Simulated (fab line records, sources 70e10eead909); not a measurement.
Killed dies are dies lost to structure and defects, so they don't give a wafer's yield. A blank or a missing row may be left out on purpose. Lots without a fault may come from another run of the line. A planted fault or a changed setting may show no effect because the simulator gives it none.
Chamber matching || flow nand-harc || ald-hk-02 running NHARC_A_CHANNEL_FILL_D2_ALD_02: 4 sister chambers
The step deposits SiO2, target thk 6 nm, pulse time 10 s, ald cycles 60. 27 wafers are shown with their chamber, then 12 later ones without.

EACH WAFER AND ITS CHAMBER
{"wafer": "L074.2", "chamber": 3, "heater-power-w (W)": 482, "precursor-pulse-height-rel": 0.970}
{"wafer": "L074.3", "chamber": 1, "heater-power-w (W)": 524, "precursor-pulse-height-rel": 1.008}
{"wafer": "L074.4", "chamber": 0, "heater-power-w (W)": 566, "precursor-pulse-height-rel": 0.990}
{"wafer": "L079.2", "chamber": 2, "heater-power-w (W)": 460, "precursor-pulse-height-rel": 1.015}
{"wafer": "L079.4", "chamber": 1, "heater-power-w (W)": 518, "precursor-pulse-height-rel": 0.994}
{"wafer": "L079.5", "chamber": 1, "heater-power-w (W)": 521, "precursor-pulse-height-rel": 0.999}
{"wafer": "L081.4", "chamber": 1, "heater-power-w (W)": 499, "precursor-pulse-height-rel": 0.972}
{"wafer": "L081.5", "chamber": 3, "heater-power-w (W)": 505, "precursor-pulse-height-rel": 1.000}
{"wafer": "L081.6", "chamber": 2, "heater-power-w (W)": 444, "precursor-pulse-height-rel": 0.999}
{"wafer": "L083.1", "chamber": 2, "heater-power-w (W)": 459, "precursor-pulse-height-rel": 1.006}
{"wafer": "L083.2", "chamber": 3, "heater-power-w (W)": 513, "precursor-pulse-height-rel": 0.999}
{"wafer": "L083.6", "chamber": 3, "heater-power-w (W)": 508, "precursor-pulse-height-rel": 1.011}
{"wafer": "L083.3", "chamber": 0, "heater-power-w (W)": 531, "precursor-pulse-height-rel": 0.992}
{"wafer": "L083.4", "chamber": 1, "heater-power-w (W)": 480, "precursor-pulse-height-rel": 1.001}
{"wafer": "L083.5", "chamber": 0, "heater-power-w (W)": 537, "precursor-pulse-height-rel": 0.979}
{"wafer": "L092.1", "chamber": 1, "heater-power-w (W)": 503, "precursor-pulse-height-rel": 1.018}
{"wafer": "L092.2", "chamber": 0, "heater-power-w (W)": 540, "precursor-pulse-height-rel": 1.023}
{"wafer": "L092.4", "chamber": 2, "heater-power-w (W)": 457, "precursor-pulse-height-rel": 1.001}
{"wafer": "L091.1", "chamber": 1, "heater-power-w (W)": 503, "precursor-pulse-height-rel": 1.002}
{"wafer": "L091.3", "chamber": 0, "heater-power-w (W)": 523, "precursor-pulse-height-rel": 0.979}
{"wafer": "L091.5", "chamber": 0, "heater-power-w (W)": 532, "precursor-pulse-height-rel": 0.991}
{"wafer": "L093.1", "chamber": 3, "heater-power-w (W)": 513, "precursor-pulse-height-rel": 0.977}
{"wafer": "L093.3", "chamber": 0, "heater-power-w (W)": 528, "precursor-pulse-height-rel": 1.032}
{"wafer": "L093.5", "chamber": 1, "heater-power-w (W)": 506, "precursor-pulse-height-rel": 0.992}
{"wafer": "L095.1", "chamber": 1, "heater-power-w (W)": 498, "precursor-pulse-height-rel": 1.010}
{"wafer": "L095.3", "chamber": 3, "heater-power-w (W)": 511, "precursor-pulse-height-rel": 1.027}
{"wafer": "L095.4", "chamber": 0, "heater-power-w (W)": 532, "precursor-pulse-height-rel": 0.981}

SIGNATURES (averages over the wafers above)
{"reading": "heater-power-w", "chamber 0": 536.12, "chamber 1": 505.78, "chamber 2": 455.00, "chamber 3": 505.33, "scatter within a chamber": 12.5}
{"reading": "precursor-pulse-height-rel", "chamber 0": 0.99587, "chamber 1": 0.99956, "chamber 2": 1.00525, "chamber 3": 0.99733, "scatter within a chamber": 0.017}
Rule: a wafer's distance from a chamber is the root of the sum, over the readings, of the square of ((its reading less the chamber's mean) divided by the reading's scatter). If the next closest chamber is less than 2 further off than the closest, the wafer can't be placed; otherwise it belongs to the closest. The scatter: take each reading less its chamber's mean, square it, sum over the shown wafers, divide by the number of wafers less the number of chambers, and take the root.

WAFERS MISSING THEIR CHAMBER
{"wafer": "L097.1", "heater-power-w (W)": 456, "precursor-pulse-height-rel": 1.012}
{"wafer": "L097.5", "heater-power-w (W)": 460, "precursor-pulse-height-rel": 0.957}
{"wafer": "L097.6", "heater-power-w (W)": 507, "precursor-pulse-height-rel": 0.979}
{"wafer": "L097.2", "heater-power-w (W)": 496, "precursor-pulse-height-rel": 1.010}
{"wafer": "L097.3", "heater-power-w (W)": 516, "precursor-pulse-height-rel": 0.981}
{"wafer": "L097.4", "heater-power-w (W)": 540, "precursor-pulse-height-rel": 1.014}
{"wafer": "L096.4", "heater-power-w (W)": 520, "precursor-pulse-height-rel": 1.013}
{"wafer": "L096.5", "heater-power-w (W)": 534, "precursor-pulse-height-rel": 0.994}
{"wafer": "L096.6", "heater-power-w (W)": 507, "precursor-pulse-height-rel": 1.027}
{"wafer": "L096.1", "heater-power-w (W)": 505, "precursor-pulse-height-rel": 1.004}
{"wafer": "L096.2", "heater-power-w (W)": 474, "precursor-pulse-height-rel": 1.025}
{"wafer": "L096.3", "heater-power-w (W)": 522, "precursor-pulse-height-rel": 1.043}

CHAMBER TAKEN BY EACH
{"wafer": "L097.1", "from the rows above": 2, "in truth": 2}
{"wafer": "L097.5", "from the rows above": "can't be placed: 2 or 3 or 1", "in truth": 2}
{"wafer": "L097.6", "from the rows above": "can't be placed: 3 or 1 or 0", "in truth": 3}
{"wafer": "L097.2", "from the rows above": "can't be placed: 1 or 3", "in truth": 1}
{"wafer": "L097.3", "from the rows above": "can't be placed: 3 or 1 or 0", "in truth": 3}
{"wafer": "L097.4", "from the rows above": "can't be placed: 0 or 1 or 3", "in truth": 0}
{"wafer": "L096.4", "from the rows above": "can't be placed: 1 or 3 or 0", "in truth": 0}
{"wafer": "L096.5", "from the rows above": 0, "in truth": 0}
{"wafer": "L096.6", "from the rows above": "can't be placed: 1 or 3 or 0", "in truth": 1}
{"wafer": "L096.1", "from the rows above": "can't be placed: 1 or 3", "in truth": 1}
{"wafer": "L096.2", "from the rows above": "can't be placed: 2 or 1 or 3", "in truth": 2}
{"wafer": "L096.3", "from the rows above": "can't be placed: 1 or 0 or 3", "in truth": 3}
Correct placement for 2 of the 12. From these rows, 10 cannot be placed; in 10 the true chamber is one of the candidates. 0 placed wrongly.
